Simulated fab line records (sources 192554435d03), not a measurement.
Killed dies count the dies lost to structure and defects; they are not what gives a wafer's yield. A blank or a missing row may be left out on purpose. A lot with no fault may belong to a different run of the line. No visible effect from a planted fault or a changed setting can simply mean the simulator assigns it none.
Split-lot experiment :: flow n5_finfet :: on a route of 1938 steps: 7 lots, 39 wafers read

== SPLIT DETAILS ==
At N5_MIM_BOT_LITHO_DEVELOP_07 (develop time 60 s), the setting develop_time_s was moved away from the recipe's 60 s on 18 of the 39 wafers read, by -53.4% to +52.2%. For the rest of the wafers, this setting stayed at what the recipe calls for.

== THE PATH FROM SPLIT TO READING: the file shows 1 step between them ==
- N5_MIM_BOT_LITHO_HARDBAKE_09: time 120 s

== THE READING ==
cd_nm (nm) at N5_MIM_BOT_LITHO_CD_MEAS_08, where the cd target is 3000 nm. Fault-free wafers of this fab line usually give 3001.4 nm, standard deviation 2.1 nm.

wafer: L074.1
tool, chamber at the split: litho_track-04, 0
develop_time_s as run, s: 84.22
against the recipe: +40.4%
cd_nm, nm: 3007.6
against lot-mates on the recipe: +5.3

wafer: L074.2
tool, chamber at the split: litho_track-04, 0
develop_time_s as run, s: 60
against the recipe: recipe
cd_nm, nm: 3000.0
against lot-mates on the recipe: -

wafer: L074.3
tool, chamber at the split: litho_track-04, 0
develop_time_s as run, s: 60
against the recipe: recipe
cd_nm, nm: 3004.6
against lot-mates on the recipe: -

wafer: L074.4
tool, chamber at the split: litho_track-04, 0
develop_time_s as run, s: 84.22
against the recipe: +40.4%
cd_nm, nm: 3009.7
against lot-mates on the recipe: +7.4

wafer: L074.5
tool, chamber at the split: litho_track-04, 0
develop_time_s as run, s: 60
against the recipe: recipe
cd_nm, nm: 3002.2
against lot-mates on the recipe: -

wafer: L074.6
tool, chamber at the split: litho_track-04, 0
develop_time_s as run, s: 84.22
against the recipe: +40.4%
cd_nm, nm: 3006.4
against lot-mates on the recipe: +4.1

wafer: L075.1
tool, chamber at the split: litho_track-04, 0
develop_time_s as run, s: 29.45
against the recipe: -50.9%
cd_nm, nm: 2986.4
against lot-mates on the recipe: -15.4

wafer: L075.2
tool, chamber at the split: litho_track-04, 0
develop_time_s as run, s: 60
against the recipe: recipe
cd_nm, nm: 2999.0
against lot-mates on the recipe: -

wafer: L075.3
tool, chamber at the split: litho_track-04, 0
develop_time_s as run, s: 60
against the recipe: recipe
cd_nm, nm: 3003.9
against lot-mates on the recipe: -

wafer: L075.4
tool, chamber at the split: litho_track-04, 0
develop_time_s as run, s: 60
against the recipe: recipe
cd_nm, nm: 3002.6
against lot-mates on the recipe: -

wafer: L075.5
tool, chamber at the split: litho_track-04, 0
develop_time_s as run, s: 29.45
against the recipe: -50.9%
cd_nm, nm: 2987.3
against lot-mates on the recipe: -14.5

wafer: L075.6
tool, chamber at the split: litho_track-04, 0
develop_time_s as run, s: 29.45
against the recipe: -50.9%
cd_nm, nm: 2987.4
against lot-mates on the recipe: -14.4

wafer: L078.1
tool, chamber at the split: litho_track-04, 0
develop_time_s as run, s: 60
against the recipe: recipe
cd_nm, nm: 3004.0
against lot-mates on the recipe: -

wafer: L078.2
tool, chamber at the split: litho_track-04, 0
develop_time_s as run, s: 29.7
against the recipe: -50.5%
cd_nm, nm: 2988.1
against lot-mates on the recipe: -15.5

wafer: L078.3
tool, chamber at the split: litho_track-04, 0
develop_time_s as run, s: 29.7
against the recipe: -50.5%
cd_nm, nm: 2988.9
against lot-mates on the recipe: -14.7

wafer: L078.4
tool, chamber at the split: litho_track-04, 0
develop_time_s as run, s: 60
against the recipe: recipe
cd_nm, nm: 3001.3
against lot-mates on the recipe: -

wafer: L078.5
tool, chamber at the split: litho_track-04, 0
develop_time_s as run, s: 60
against the recipe: recipe
cd_nm, nm: 3005.5
against lot-mates on the recipe: -

wafer: L078.6
tool, chamber at the split: litho_track-04, 0
develop_time_s as run, s: 29.7
against the recipe: -50.5%
cd_nm, nm: 2990.5
against lot-mates on the recipe: -13.1

wafer: L082.1
tool, chamber at the split: litho_track-01, 0
develop_time_s as run, s: 27.96
against the recipe: -53.4%
cd_nm, nm: 2987.9
against lot-mates on the recipe: -13.2

wafer: L082.2
tool, chamber at the split: litho_track-01, 0
develop_time_s as run, s: 60
against the recipe: recipe
cd_nm, nm: 3001.5
against lot-mates on the recipe: -

wafer: L082.3
tool, chamber at the split: litho_track-01, 0
develop_time_s as run, s: 27.96
against the recipe: -53.4%
cd_nm, nm: 2987.2
against lot-mates on the recipe: -13.9

wafer: L082.4
tool, chamber at the split: litho_track-01, 0
develop_time_s as run, s: 27.96
against the recipe: -53.4%
cd_nm, nm: 2987.0
against lot-mates on the recipe: -14.1

wafer: L082.5
tool, chamber at the split: litho_track-01, 0
develop_time_s as run, s: 60
against the recipe: recipe
cd_nm, nm: 3000.5
against lot-mates on the recipe: -

wafer: L082.6
tool, chamber at the split: litho_track-01, 0
develop_time_s as run, s: 60
against the recipe: recipe
cd_nm, nm: 3001.4
against lot-mates on the recipe: -

wafer: L084.2
tool, chamber at the split: litho_track-04, 0
develop_time_s as run, s: 60
against the recipe: recipe
cd_nm, nm: 3001.8
against lot-mates on the recipe: -

wafer: L084.3
tool, chamber at the split: litho_track-04, 0
develop_time_s as run, s: 60
against the recipe: recipe
cd_nm, nm: 3001.8
against lot-mates on the recipe: -

wafer: L084.5
tool, chamber at the split: litho_track-04, 0
develop_time_s as run, s: 60
against the recipe: recipe
cd_nm, nm: 3003.8
against lot-mates on the recipe: -

wafer: L087.1
tool, chamber at the split: litho_track-03, 0
develop_time_s as run, s: 60
against the recipe: recipe
cd_nm, nm: 3000.4
against lot-mates on the recipe: -

wafer: L087.2
tool, chamber at the split: litho_track-03, 0
develop_time_s as run, s: 60
against the recipe: recipe
cd_nm, nm: 3004.2
against lot-mates on the recipe: -

wafer: L087.3
tool, chamber at the split: litho_track-03, 0
develop_time_s as run, s: 36.83
against the recipe: -38.6%
cd_nm, nm: 2990.3
against lot-mates on the recipe: -11.9

wafer: L087.4
tool, chamber at the split: litho_track-03, 0
develop_time_s as run, s: 36.83
against the recipe: -38.6%
cd_nm, nm: 2992.9
against lot-mates on the recipe: -9.3

wafer: L087.5
tool, chamber at the split: litho_track-03, 0
develop_time_s as run, s: 60
against the recipe: recipe
cd_nm, nm: 3002.1
against lot-mates on the recipe: -

wafer: L087.6
tool, chamber at the split: litho_track-03, 0
develop_time_s as run, s: 36.83
against the recipe: -38.6%
cd_nm, nm: 2989.4
against lot-mates on the recipe: -12.8

wafer: L089.1
tool, chamber at the split: litho_track-01, 0
develop_time_s as run, s: 60
against the recipe: recipe
cd_nm, nm: 3006.2
against lot-mates on the recipe: -

wafer: L089.2
tool, chamber at the split: litho_track-01, 0
develop_time_s as run, s: 60
against the recipe: recipe
cd_nm, nm: 3003.4
against lot-mates on the recipe: -

wafer: L089.3
tool, chamber at the split: litho_track-01, 0
develop_time_s as run, s: 91.29
against the recipe: +52.2%
cd_nm, nm: 3011.9
against lot-mates on the recipe: +7.5

wafer: L089.4
tool, chamber at the split: litho_track-01, 0
develop_time_s as run, s: 91.29
against the recipe: +52.2%
cd_nm, nm: 3010.4
against lot-mates on the recipe: +6.0

wafer: L089.5
tool, chamber at the split: litho_track-01, 0
develop_time_s as run, s: 91.29
against the recipe: +52.2%
cd_nm, nm: 3011.4
against lot-mates on the recipe: +7.0

wafer: L089.6
tool, chamber at the split: litho_track-01, 0
develop_time_s as run, s: 60
against the recipe: recipe
cd_nm, nm: 3003.5
against lot-mates on the recipe: -

THE FIT
A straight line over all 39 wafers: cd_nm changes by +0.235 nm for each +1% of develop_time_s; r = +0.96; the points scatter about the line by 2.3 nm.
The same after taking each lot's own level away (the mean of its wafers on the recipe; 39 wafers): +0.224 nm for each +1%; r = +0.96; scatter 2.2 nm.
On that fit, the largest move of develop_time_s shifts the reading by 12 nm.
The lots' own levels span 3001.13 to 3004.37 nm, that is 1.5 times the standard deviation above.
So the lot-to-lot level changes the slope little: the two slopes agree.
Check: for one of the wafers moved furthest among these (-53.4%), held out of the fit, the line's prediction against its lot-mates is -13.4 nm. It came out at -13.2 nm against them.

== OTHER SPLITS APPLIED TO THESE WAFERS ==
Other splits were also applied to these wafers ahead of the reading. Each is held against what the fit with the lots' levels taken away leaves over:
other split on the same wafers: N5_BEOL_M12_TRENCH_ETCH_34 time_s
wafers away from the commonest value: 15
r with cd_nm (lot level and that fit taken away): -0.18

== FILE'S OWN FIT ==
cd_nm changes by +0.235 nm for each +1% of develop_time_s, r = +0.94.
